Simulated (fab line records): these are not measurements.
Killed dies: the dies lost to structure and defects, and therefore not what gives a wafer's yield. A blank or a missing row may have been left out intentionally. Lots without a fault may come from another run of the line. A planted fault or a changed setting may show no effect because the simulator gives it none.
Comparing a struck lot with a sound one + flow nand_harc + 24 out of 1302 route steps
Sound: the wafers L434.1, L434.4, L434.5. Wafers L444.1, L444.2, L444.3 were the ones struck. Last of all comes the cause.
For every step that has rows: the tool of each side, followed by ch and its chambers, followed by its first start. Under that, the readings that differ: sound wafers + struck wafers + difference of the means + sigmas: that difference in standard deviations of wafers without a fault.
alike: words and numbers the same on both sides, and readings whose means are apart by under 2 such deviations; not compared: readings that were withheld, readings missing a value for some wafer, numbers with overlapping values and no deviation given by the record, and bounds like >300 which may hide the same value.
Wherever a step has rows on one side only, a row that says differs or no value, or a row with sigmas, the two part there. Non-overlapping numbers with no deviation appear without sigmas and do not part them. A reading missing from all wafers of one side parts the sides only when that side holds two or more wafers.

first, 1 step without rows for these wafers: NHARC_A_M0_SRD_25.
NHARC_A_M0_INSPECT_27:
  sound on defect_inspect-01, day 26 04:58; struck on defect_inspect-02, day 30 10:47
| reading          | sound       | struck      | difference | sigmas |
|------------------|-------------|-------------|------------|--------|
| raw_defect_count | 788 845 935 | 373 377 460 | -453       | -3     |
NHARC_A_M0_PRE_CLEAN_31: time 12 s.
  sound on pecvd-04 ch 1,2, day 26 05:02; struck on pecvd-03 ch 0,1,2, day 30 10:50
  alike: heater_power_w
NHARC_A_M0_DEP_32: deposits SiCN, target thk 30 nm.
  sound on pecvd-04 ch 1,2, day 26 05:07; struck on pecvd-03 ch 0,1,2, day 30 10:55
  alike: heater_power_w
then, 7 steps without rows for these wafers: NHARC_A_M1_DEP_00 (deposits SiOC, target thk 182.5 nm); NHARC_A_M1_DEHYDRATE_01 (time 120 s); NHARC_A_M1_HMDS_02 (time 30 s); NHARC_A_M1_COAT_34 (time 65 s); NHARC_A_M1_COAT_03 (resist thk 90 nm); NHARC_A_M1_SOFTBAKE_04 (time 55 s); NHARC_A_M1_EBR_05.
NHARC_A_M1_EXPOSE_06: exposes mask A M1, target cd 120 nm.
  sound on arfi_scanner-03 ch 0, day 26 06:13; struck on arfi_scanner-02 ch 0, day 30 11:54
| reading              | sound             | struck            | difference | sigmas |
|----------------------|-------------------|-------------------|------------|--------|
| exposure_dose_mJ_cm2 | 75.11 75.02 75.14 | 70.39 70.46 70.39 | -4.68      | -23    |
  alike: mask
then, 2 steps without rows for these wafers: NHARC_A_M1_PEB_07 (peb time 65 s); NHARC_A_M1_DEVELOP_08 (develop time 35 s).
NHARC_A_M1_CD_MEAS_09: the cd target is 120 nm.
  sound on cd_sem-03 ch 0, day 26 06:22; struck on cd_sem-01 ch 0
| reading    | sound             | struck            | difference | sigmas |
|------------|-------------------|-------------------|------------|--------|
| cd_nm (nm) | 119.3 118.5 120.1 | 117.2 116.2 116.1 | -2.8       | -4     |
  not compared: hold
NHARC_A_M1_OVL_MEAS_10: pitch 240 nm.
  sound on overlay-02, day 26 06:27; struck on overlay-02, day 30 13:42
| reading | sound | struck                                                                     | difference                   | sigmas |
|---------|-------|----------------------------------------------------------------------------|------------------------------|--------|
| hold    | - - - | await_dispo/1.4h/release await_dispo/1.4h/release await_dispo/1.4h/release | no value on the sound wafers |        |
  alike: overlay_x_nm, overlay_y_nm
NHARC_A_M1_INSPECT_11:
  sound on defect_inspect-01, day 26 06:29; struck on defect_inspect-02, day 30 13:44
  alike: raw_defect_count
NHARC_A_M1_DESCUM_14: chemistry O2, time 3 s.
  sound on rie_diel-03 ch 2,3, day 26 06:34; struck on rie_diel-05 ch 1,2,3, day 30 13:47
| reading               | sound           | struck          | difference | sigmas |
|-----------------------|-----------------|-----------------|------------|--------|
| model.A_M1.cd_nm (nm) | 118.9 119.3 120 | 116.9 116.1 117 | -2.7       |        |
  alike: chamber_pressure_mTorr, drypump_motor_current_A, oes_product_au, rf_vpp_V, showerhead_plenum_p_Torr, throttle_valve_pct
  not compared: rf_hours_counter_h
NHARC_A_M1_ETCH_35: etches the open film in N2/H2, target depth 40 nm, overetch 12 nm, time 43.94 s.
  sound on rie_diel-03 ch 0,1,3, day 26 06:38; struck on rie_diel-05 ch 1,2,3, day 30 13:57
  alike: chamber_pressure_mTorr, drypump_motor_current_A, oes_product_au, rf_vpp_V, showerhead_plenum_p_Torr, throttle_valve_pct
  not compared: rf_hours_counter_h
NHARC_A_M1_ETCH_15: etches the open film in C4F8/Ar, target depth 182.5 nm, time 91.2 s.
  sound on rie_diel-03 ch 0,1,3; struck on rie_diel-05 ch 0,1,3
  alike: chamber_pressure_mTorr, oes_product_au, rf_vpp_V
  not compared: rf_hours_counter_h
NHARC_A_M1_CD_MEAS_16:
  sound on cd_sem-03, day 26 06:51; struck on cd_sem-01, day 30 14:14
  alike: cd_nm
NHARC_A_M1_STRIP_18: strips in N2/H2.
  sound on rie_diel-01 ch 0,3, day 26 06:56; struck on rie_diel-01 ch 0,1,2, day 30 14:26
  alike: chamber_pressure_mTorr, drypump_motor_current_A, oes_product_au, rf_vpp_V, showerhead_plenum_p_Torr, throttle_valve_pct
  not compared: rf_hours_counter_h
NHARC_A_M1_ETCH_28: etches the open film in CF4/N2, target depth 30 nm, time 72.99 s.
  sound on rie_diel-01 ch 1,2,3; struck on rie_diel-01 ch 1,2,3
  alike: chamber_pressure_mTorr, drypump_motor_current_A, oes_product_au, rf_vpp_V, showerhead_plenum_p_Torr, throttle_valve_pct
  not compared: rf_hours_counter_h, model.A_M1.cd_nm
then, 1 step without rows for these wafers: NHARC_A_M1_STRIP_19 (strips in post etch residue remover, time 600 s).

WHERE THEY PART
First at NHARC_A_M0_INSPECT_27; last, within this record, at NHARC_A_M1_OVL_MEAS_10. Later steps at which nothing parts them and some readings are alike: NHARC_A_M1_INSPECT_11, NHARC_A_M1_DESCUM_14, NHARC_A_M1_ETCH_35, NHARC_A_M1_ETCH_15, NHARC_A_M1_CD_MEAS_16, NHARC_A_M1_STRIP_18, NHARC_A_M1_ETCH_28.

WHY: what had been put in by the simulator
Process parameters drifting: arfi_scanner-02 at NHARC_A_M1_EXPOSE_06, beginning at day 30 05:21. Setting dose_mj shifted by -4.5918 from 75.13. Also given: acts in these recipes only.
